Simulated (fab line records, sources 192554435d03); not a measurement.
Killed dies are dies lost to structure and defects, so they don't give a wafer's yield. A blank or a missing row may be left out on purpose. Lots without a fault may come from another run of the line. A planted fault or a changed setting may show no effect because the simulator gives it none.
A struck lot beside a sound one | flow n5_finfet | 16 steps out of a route of 1938
Sound: wafers L588.1, L588.3, L588.5. Struck: wafers L590.2, L590.4, L590.6. The cause comes at the end.
At each step with rows: each side's tool, then ch and its chambers, then its first start. Under that, the readings that differ: sound wafers | struck wafers | difference of the means | sigmas: that difference in standard deviations of wafers without a fault.
alike: readings whose means differ by less than 2 such deviations, and words and numbers that are the same on both sides. not compared: withheld readings, readings that some wafer has no value for, bounds like >300 that may hide the same value, and numbers for which the record gives no deviation and whose values overlap.
The two part at a step that has a row with sigmas, a row that says differs or no value, or rows on one side only. Numbers that don't overlap but have no deviation are shown without sigmas and don't part them. A reading that every wafer of one side lacks parts them only if that side has two wafers or more.

first, 1 step without rows for these wafers: N5_HKMG_FIN_ETCH_35 (etches SOC in N2/H2, target depth 215.8 nm, time 243.4 s).
N5_HKMG_FIN_STRIP_92: strips SOC in N2/H2, time 20 s.
  sound on rie_diel-03 ch 0,1,2, day 5 04:13; struck on rie_diel-03 ch 1,2,3, day 5 16:04
  alike: drypump_motor_current_A, h2_flow_sccm, oes_product_au, rf_vpp_V, showerhead_plenum_p_Torr, throttle_valve_pct
  not compared: rf_hours_counter_h
then, 1 step without rows for these wafers: N5_HKMG_FIN_WET_ETCH_18 (etches TiN in SC1, time 55 s, target depth 5.2 nm, rinse time 30 s).
N5_HKMG_FIN_STRIP_19: strips in N2/H2, time 360 s.
  sound on plasma_asher-01 ch 0,1, day 5 04:21; struck on plasma_asher-02 ch 0,1, day 5 16:13
  alike: drypump_motor_current_A, h2_flow_sccm, heater_power_w
  not compared: rf_hours_counter_h
N5_HKMG_FIN_ALD_91: deposits TiN, target thk 1 nm, pulse time 1 s, purge time 3 s.
  sound on ald_metal-03 ch 1,3, day 5 04:44; struck on ald_metal-02 ch 0,1,3, day 5 16:36
  alike: heater_power_w, precursor_pulse_height_rel
then, 1 step without rows for these wafers: N5_HKMG_FIN_COAT_85 (time 60 s, resist thk 300 nm).
N5_HKMG_FIN_ETCH_86: etches SOC in N2/H2, stops on TiN, target depth 393.2 nm.
  sound on rie_diel-05 ch 0,3, day 5 05:05; struck on rie_diel-05 ch 1,3, day 5 17:04
  alike: drypump_motor_current_A, h2_flow_sccm, oes_product_au, rf_vpp_V, showerhead_plenum_p_Torr, throttle_valve_pct
  not compared: rf_hours_counter_h
then, 2 steps without rows for these wafers: N5_HKMG_FIN_STRIP_89 (strips SOC in N2/H2, time 20 s); N5_HKMG_FIN_WET_ETCH_87 (etches TiN in SC1, time 154.2 s, target depth 4.7 nm, rinse time 30 s).
N5_HKMG_FIN_STRIP_88: strips in N2/H2, time 360 s.
  sound on plasma_asher-02 ch 1, day 5 05:25; struck on plasma_asher-02 ch 0, day 5 17:19
  alike: drypump_motor_current_A, h2_flow_sccm, heater_power_w
  not compared: rf_hours_counter_h
then, 2 steps without rows for these wafers: N5_HKMG_FIN_NWFM_ALD_20 (deposits TiAlC, target thk 2 nm, pulse time 3 s, purge time 2 s); N5_HKMG_FIN_ALD_71 (deposits TiN, target thk 1 nm, pulse time 1 s, purge time 3 s).
N5_HKMG_FIN_COAT_66: time 60 s, resist thk 300 nm.
  sound on litho_track-05 ch 0, day 5 06:10; struck on litho_track-05 ch 0, day 5 18:05
  reading                                   | sound                | struck               | difference | sigmas
  spin_speed_rpm (rpm)                      | 1501.5 1500.7 1500.9 | 1462.3 1462.4 1462.7 | -38.6      | -43
  model.SOC_of_HKMG_FIN_COAT_66.thk_nm (nm) | 301.4 302 301        | 304.8 304.6 304.6    | +3.2       |
  alike: exhaust_pa
then, 1 step without rows for these wafers: N5_HKMG_FIN_ETCH_67 (etches SOC in N2/H2, stops on TiN, target depth 388.9 nm).
-- the record jumps here: 4 days lie between the struck wafers' starts before and after (it left off in module HKMG_FIN and takes up again in module BEOL_M4, whose first step shown is number 1111 of the route) --
N5_BEOL_M4_RC_MEAS_101:
  sound on prober-01 ch 0, day 9 03:01; struck on prober-02 ch 0, day 9 11:20
  reading        | sound          | struck         | difference | sigmas
  IOFF_P (nA/um) | 0.27 0.29 0.29 | 0.19 0.13 0.19 | -0.11      | -3
  SS_N (mV/dec)  | 71.9 72.3 72.0 | 71.0 69.5 71.3 | -1.5       | -2
  VT_N (mV)      | 248 243 246    | 250 256 252    | +7         | +2
  VT_P (mV)      | -248 -244 -242 | -253 -258 -254 | -10        | -3
  alike: DIBL_N, DIBL_P, IOFF_N, ION_N, ION_P, SS_P
-- the record jumps here: 5 days lie between the struck wafers' starts before and after (it left off in module BEOL_M4 and takes up again in module PASSIVATION, whose first step shown is number 1936 of the route) --
N5_PASSIVATION_PROBE_49:
  the record has rows for the struck wafers here (prober-02, day 14 03:28) and none for the sound ones

WHERE THEY PART
First at N5_HKMG_FIN_COAT_66; last, within this record, at N5_PASSIVATION_PROBE_49.

WHY: what the simulator had put in
Process parameter drift: litho_track-05, from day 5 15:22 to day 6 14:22, at N5_HKMG_FIN_COAT_66. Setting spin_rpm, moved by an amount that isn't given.
